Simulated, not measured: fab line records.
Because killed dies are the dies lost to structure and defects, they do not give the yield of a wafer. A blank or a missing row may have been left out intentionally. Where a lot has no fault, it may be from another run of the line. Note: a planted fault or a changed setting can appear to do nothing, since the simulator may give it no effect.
fab line records	flow n5_finfet
[record] lots = 6	wafers = 18	last_day = 19
route steps=1938 shown BEOL_M3@999 BEOL_M4@1111
lots untouched by any fault: they come from a run of this same line in which no faults occurred
start_h: hours from the record's opening day to when the first of the lot's shown wafers began	wait_h: hours from the lot's prior step to this one	" the same as in the row above	L1.1+2: one row covering several wafers at once	- no value, or no start given	* or withheld: withheld	< > ~ a bound
route shown NAME@n: names a module that has steps shown in the file, with the first one's number in the route	usual: mean/standard deviation of fault-free wafers	same: alike in all rows	chamber/n: place in a boat	sites: the reading at each site	_std_site: the standard deviation of these	_edge_site: mean of outer sites minus mean of inner sites	radius_mm: for every site, how far away it sits from the centre of the wafer	mask NAME#n: copy n	behind: the tool/chamber that last shaped the wafer	hold: why the lot was held/for how many hours/how that ended	device: the n, p or np transistor that did not switch	end of line: tests of these same wafers at the route's end	step lacking rows: just its recipe	killed: the dies lost at the first sort to structure and to defects; this is not the yield of the wafer	map: a wafer's dies, marking killed ones x, the rest . and places with no die _
set.NAME: setting as actually run; set.NAME@STEP: the setting as run at that earlier step	model.NAME: the simulator's own value behind a step, which no gauge read
a table for each step, a row for each wafer; lots at some steps of the route
services: the hour from which a tool's chamber was out of use, counted from the record's first day as start_h (under 0 if before that day), plus the number of hours and why
[[steps]]
[step N5_BEOL_M3_ANNEAL_82]
[recipe] temp_c = 400	time_s = 240	ambient = vacuum
[usual] heater_power_w = 845/56
lot.wafer	tool	chamber	start_h	wait_h	heater_power_w
L638.3	pvd_sputter-02	-	166.15	0.0	789
L638.4	"	-	"	"	1004
L638.5	"	-	"	"	789
L644.1	pvd_sputter-01	-	223.19	0.0	863
L644.2	"	-	"	"	855
L644.6	"	-	"	"	884
L655.1	pvd_sputter-02	-	252.81	0.0	810
L655.3	"	-	"	"	853
L655.6	"	-	"	"	998
L652.2	pvd_sputter-01	-	257.38	0.0	829
L652.4	"	-	"	"	906
L652.6	"	-	"	"	878
L653.1	pvd_sputter-03	-	260.11	0.0	853
L653.3	"	-	"	"	882
L653.6	"	-	"	"	826
L661.1	pvd_sputter-02	-	316.19	0.0	821
L661.3	"	-	"	"	796
L661.5	"	-	"	"	808
[step N5_BEOL_M3_SPUTTER_86]
[recipe] material = Cu	target_thk_a = 45	temp_c = -20	chamber_pressure_pa = 0.07	power_w = withheld	time_s = 8.29
[step N5_BEOL_M3_ANNEAL_87]
[recipe] temp_c = 400	time_s = 240	ambient = vacuum
[step N5_BEOL_M3_SPUTTER_88]
[recipe] material = Cu	target_thk_a = 45	temp_c = -20	chamber_pressure_pa = 0.07	power_w = withheld	time_s = 8.29
[usual] throttle_valve_pct = 29.2/1.1
lot.wafer	tool	chamber	start_h	wait_h	throttle_valve_pct
L638.3	pvd_sputter-02	-	166.51	0.1	30.4
L638.4	"	-	"	"	28.6
L638.5	"	-	"	"	26.4
L644.1	pvd_sputter-01	-	223.55	0.1	30.2
L644.2	"	-	"	"	30.1
L644.6	"	-	"	"	30.0
L655.1	pvd_sputter-02	-	253.17	0.1	26.8
L655.3	"	-	"	"	30.2
L655.6	"	-	"	"	28.3
L652.2	pvd_sputter-01	-	257.74	0.1	29.0
L652.4	"	-	"	"	30.1
L652.6	"	-	"	"	30.1
L653.1	pvd_sputter-03	-	260.47	0.1	29.1
L653.3	"	-	"	"	29.5
L653.6	"	-	"	"	29.3
L661.1	pvd_sputter-02	-	316.55	0.1	26.8
L661.3	"	-	"	"	30.5
L661.5	"	-	"	"	26.7
[step N5_BEOL_M3_ANNEAL_89]
[recipe] temp_c = 400	time_s = 240	ambient = vacuum
[step N5_BEOL_M3_SPUTTER_90]
[recipe] material = Cu	target_thk_a = 45	temp_c = -20	chamber_pressure_pa = 0.07	power_w = withheld	time_s = 8.29
[step N5_BEOL_M3_ANNEAL_91]
[recipe] temp_c = 400	time_s = 240	ambient = vacuum
[step N5_BEOL_M3_SPUTTER_92]
[recipe] material = Cu	target_thk_a = 45	temp_c = -20	chamber_pressure_pa = 0.07	power_w = withheld	time_s = 8.29
[step N5_BEOL_M3_ANNEAL_93]
[recipe] temp_c = 400	time_s = 240	ambient = vacuum
[usual] heater_power_w = 849/54
lot.wafer	tool	chamber	start_h	wait_h	heater_power_w
L638.3	pvd_sputter-02	-	167.03	0.0	787
L638.4	"	-	"	"	1031
L638.5	"	-	"	"	823
L644.1	pvd_sputter-01	-	224.07	0.0	894
L644.2	"	-	"	"	835
L644.6	"	-	"	"	897
L655.1	pvd_sputter-02	-	253.69	0.0	809
L655.3	"	-	"	"	841
L655.6	"	-	"	"	998
L652.2	pvd_sputter-01	-	258.26	0.0	848
L652.4	"	-	"	"	873
L652.6	"	-	"	"	893
L653.1	pvd_sputter-03	-	260.99	0.0	857
L653.3	"	-	"	"	872
L653.6	"	-	"	"	819
L661.1	pvd_sputter-02	-	317.07	0.0	807
L661.3	"	-	"	"	792
L661.5	"	-	"	"	817
[step N5_BEOL_M3_SPUTTER_94]
[recipe] material = Cu	target_thk_a = 45	temp_c = -20	chamber_pressure_pa = 0.07	power_w = withheld	time_s = 8.29
[usual] throttle_valve_pct = 29.3/1.1
lot.wafer	tool	chamber	start_h	wait_h	throttle_valve_pct
L638.3	pvd_sputter-02	-	167.17	0.1	30.3
L638.4	"	-	"	"	28.5
L638.5	"	-	"	"	26.9
L644.1	pvd_sputter-01	-	224.21	0.1	30.1
L644.2	"	-	"	"	30.1
L644.6	"	-	"	"	29.9
L655.1	pvd_sputter-02	-	253.83	0.1	27.1
L655.3	"	-	"	"	30.4
L655.6	"	-	"	"	28.4
L652.2	pvd_sputter-01	-	258.40	0.1	28.7
L652.4	"	-	"	"	30.0
L652.6	"	-	"	"	30.0
L653.1	pvd_sputter-03	-	261.13	0.1	29.0
L653.3	"	-	"	"	30.1
L653.6	"	-	"	"	29.3
L661.1	pvd_sputter-02	-	317.21	0.1	26.8
L661.3	"	-	"	"	30.4
L661.5	"	-	"	"	26.7
[step N5_BEOL_M3_ANNEAL_95]
[recipe] temp_c = 400	time_s = 240	ambient = vacuum
[step N5_BEOL_M3_SPUTTER_96]
[recipe] material = Cu	target_thk_a = 45	temp_c = -20	chamber_pressure_pa = 0.07	power_w = withheld	time_s = 8.29
[step N5_BEOL_M3_ECD_50]
[recipe] material = Cu	target_thk_a = 3000
lot.wafer	tool	chamber	start_h	wait_h	model.Cu_of_BEOL_M3_ECD_50.thk_nm
L638.3	ecd_cu-02	0	167.53	0.1	294.2
L638.4	"	1	"	"	298.4
L638.5	"	1	"	"	297.6
L644.1	ecd_cu-01	0	224.54	0.1	301.8
L644.2	"	1	"	"	299.4
L644.6	"	1	"	"	303.4
L655.1	ecd_cu-01	1	254.16	0.1	299.6
L655.3	"	1	"	"	298.6
L655.6	"	0	"	"	299
L652.2	ecd_cu-02	0	258.74	0.1	302.8
L652.4	"	0	"	"	211.8
L652.6	"	1	"	"	209
L653.1	ecd_cu-02	1	261.47	0.1	210.8
L653.3	"	1	"	"	302
L653.6	"	1	"	"	214.4
L661.1	ecd_cu-01	0	317.55	0.1	298.2
L661.3	"	0	"	"	298.4
L661.5	"	0	"	"	299.6
[step N5_BEOL_M3_ANNEAL_51]
[recipe] temp_c = 225	time_s = 90	ambient = N2
[usual] wafer_temp_C_max = 226.1/0.38
lot.wafer	tool	chamber	start_h	wait_h	wafer_temp_C_max
L638.3	rtp_anneal-01	0	167.68	0.1	225.8
L638.4	"	0	"	"	225.9
L638.5	"	0	"	"	225.7
L644.1	rtp_anneal-02	0	224.62	0.1	226.5
L644.2	"	0	"	"	226.5
L644.6	"	0	"	"	226.4
L655.1	rtp_anneal-02	0	254.24	0.1	226.6
L655.3	"	0	"	"	226.6
L655.6	"	0	"	"	226.6
L652.2	rtp_anneal-02	0	258.86	0.1	226.5
L652.4	"	0	"	"	226.1
L652.6	"	0	"	"	226.3
L653.1	rtp_anneal-02	0	261.60	0.1	226.1
L653.3	"	0	"	"	226.4
L653.6	"	0	"	"	226.4
L661.1	rtp_anneal-02	0	317.63	0.1	226.4
L661.3	"	0	"	"	226.5
L661.5	"	0	"	"	226.8
[step N5_BEOL_M3_CMP_52]
[recipe] stop_on = SiOC	t_overpolish_s = 6.8	down_force_psi = 1	platen_rpm = 50	clearing_platen_down_force_psi = 1.5	clearing_platen_rpm = 50	post_cmp_clean = cu_alkaline	target_thk_nm = 40	clearing_platen_pad_velocity_m_s = 0.99484	pad_velocity_m_s = 0.99484
[usual] motor_current_A = 5.7/0.72	pad_life_wafers = 1011/630	time_to_endpoint_s = 63/3.5
lot.wafer	tool	chamber	start_h	wait_h	motor_current_A	pad_life_wafers	time_to_endpoint_s
L638.4	cmp-03	0	167.99	0.2	5.8	852	66
L638.3	"	3	"	"	5.1	855	64
L638.5	"	1	"	"	6.5	-	64
L644.2	cmp-02	3	225.00	0.3	6.4	1928	64
L644.1	"	0	"	"	5.8	1929	63
L644.6	"	2	"	"	4.3	-	64
L655.1	cmp-03	3	254.54	0.3	5.1	1590	66
L655.3	"	1	"	"	6.1	1592	65
L655.6	"	3	"	"	5.0	-	65
L652.2	cmp-03	0	259.15	0.2	5.8	1621	68
L652.4	"	1	"	"	6.2	1622	49
L652.6	"	3	"	"	5.3	-	45
L653.3	cmp-02	0	261.90	0.2	5.8	150	68
L653.1	"	1	"	"	5.2	151	46
L653.6	"	0	"	"	5.7	-	48
L661.3	cmp-02	3	317.93	0.2	6.6	618	61
L661.1	"	2	"	"	4.4	621	63
L661.5	"	3	"	"	6.1	-	64
[step N5_BEOL_M3_THK_MEAS_53]
[recipe] thk_meas_gauge = xrf	reads = Cu_of_BEOL_M3_ECD_50
[usual] M3_THK = 40.9/1.6
lot.wafer	tool	chamber	start_h	wait_h	M3_THK[nm]
L638.3	film_metro-02	-	168.28	-	40.5
L638.4	"	-	"	"	42.8
L638.5	"	-	"	"	40.6
L644.1	film_metro-01	-	225.21	-	41.3
L644.2	"	-	"	"	39.0
L644.6	"	-	"	"	40.0
L655.1	film_metro-01	-	254.84	-	41.4
L655.3	"	-	"	"	40.0
L655.6	"	-	"	"	43.9
L652.2	film_metro-02	-	259.41	-	42.0
L652.4	"	-	"	"	44.9
L652.6	"	-	"	"	45.0
L653.1	film_metro-01	-	262.19	-	38.9
L653.3	"	-	"	"	40.4
L653.6	"	-	"	"	42.5
L661.1	film_metro-01	-	318.22	-	39.8
L661.3	"	-	"	"	40.2
L661.5	"	-	"	"	43.6
[step N5_BEOL_M4_RC_MEAS_101]
[usual] DIBL_N = 36.8/1.9	DIBL_P = 36.5/2.1	IOFF_N = 0.17/0.038	IOFF_P = 0.22/0.039	ION_N = 675/12	ION_P = 463/7.4	SS_N = 71.6/0.71	SS_P = 73.4/0.72	VT_N = 249/3.3	VT_P = -250/3.3
lot.wafer	tool	chamber	start_h	wait_h	DIBL_N[mV/V]	DIBL_P[mV/V]	IOFF_N[nA/um]	IOFF_P[nA/um]	ION_N[uA/um]	ION_P[uA/um]	SS_N[mV/dec]	SS_P[mV/dec]	VT_N[mV]	VT_P[mV]
L638.3	prober-01	0	176.73	0.3	36.6	35.9	0.14	0.19	667	457	71.9	74.0	250	-254
L638.4	"	0	"	"	36.3	36.4	0.14	0.19	665	457	71.5	74.2	250	-256
L638.5	"	0	"	"	38.6	39.5	0.19	0.23	681	460	72.3	74.2	246	-252
L644.1	prober-02	0	237.13	0.0	36.4	35.8	0.15	0.19	666	453	70.7	74.2	251	-252
L644.2	"	0	"	"	36.2	36.2	0.17	0.20	678	461	71.0	73.8	246	-252
L644.6	"	0	"	"	36.8	35.9	0.17	0.20	674	456	70.7	72.8	248	-253
L652.2	prober-01	0	287.51	0.2	37.9	39.1	0.21	0.31	693	478	72.1	74.1	244	-241
L652.4	"	0	"	"	35.5	34.7	0.15	0.23	690	477	71.1	73.3	251	-248
L652.6	"	0	"	"	36.0	36.2	0.16	0.25	680	475	71.1	73.6	247	-245
L653.1	prober-01	0	291.64	0.0	33.5	34.7	0.12	0.19	677	466	70.7	72.1	253	-249
L653.3	"	0	"	"	34.3	35.5	0.15	0.21	679	467	70.9	72.6	248	-248
L653.6	"	0	"	"	34.6	36.5	0.15	0.22	677	466	70.8	73.1	249	-249
L655.1	prober-02	0	292.59	0.0	39.5	39.6	0.21	0.24	702	472	72.0	74.3	246	-251
L655.3	"	0	"	"	36.5	36.2	0.15	0.19	670	456	71.6	73.7	253	-252
L655.6	"	0	"	"	37.9	37.8	0.16	0.21	687	465	72.2	74.1	250	-251
L661.1	prober-01	0	332.91	0.0	36.1	34.4	0.12	0.19	657	457	71.6	72.0	255	-252
L661.3	"	0	"	"	37.9	36.8	0.16	0.23	669	467	71.6	73.1	250	-249
L661.5	"	0	"	"	38.9	38.2	0.19	0.25	690	467	72.1	73.6	249	-247
[[services]]
tool	chamber	start_h	hours	kind
cmp-03	-	235.46	3.2	repair
cmp-02	-	237.45	4.0	pm
cmp-02	-	241.45	-	consumable_replace:conditioner
cmp-02	-	241.45	-	consumable_replace:pad
rtp_anneal-01	-	244.32	0.9	pm
cmp-02	-	246.51	0.8	repair
ecd_cu-01	-	254.51	8.4	pm
cmp-03	-	283.89	7.5	pm
cmp-02	-	289.29	2.2	repair
cmp-03	-	308.07	11.6	pm
[[key]]
[first_sign] step = N5_BEOL_M3_CMP_52	reading = time_to_endpoint_s	direction = down	sigmas = 4.5	usual = *	struck = *
effect none on later readings
[model_effect] step = N5_BEOL_M3_ECD_50	value = Cu_of_BEOL_M3_ECD_50.thk_nm	without = 301.3	struck = 211.5
met_at N5_BEOL_M3_ECD_50
struck_wafers L652.4,L652.6,L653.1,L653.6
onset_between 167.53 258.74
[fault] kind = process_parameter_drift	tool = ecd_cu-02	chamber = -	onset_h = 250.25	steps = N5_BEOL_M3_ECD_50	channel = target_thk_a	offset = *	shape = step	end_h = 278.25	scope = struck_wafers_only	acts_in = *	stated = *
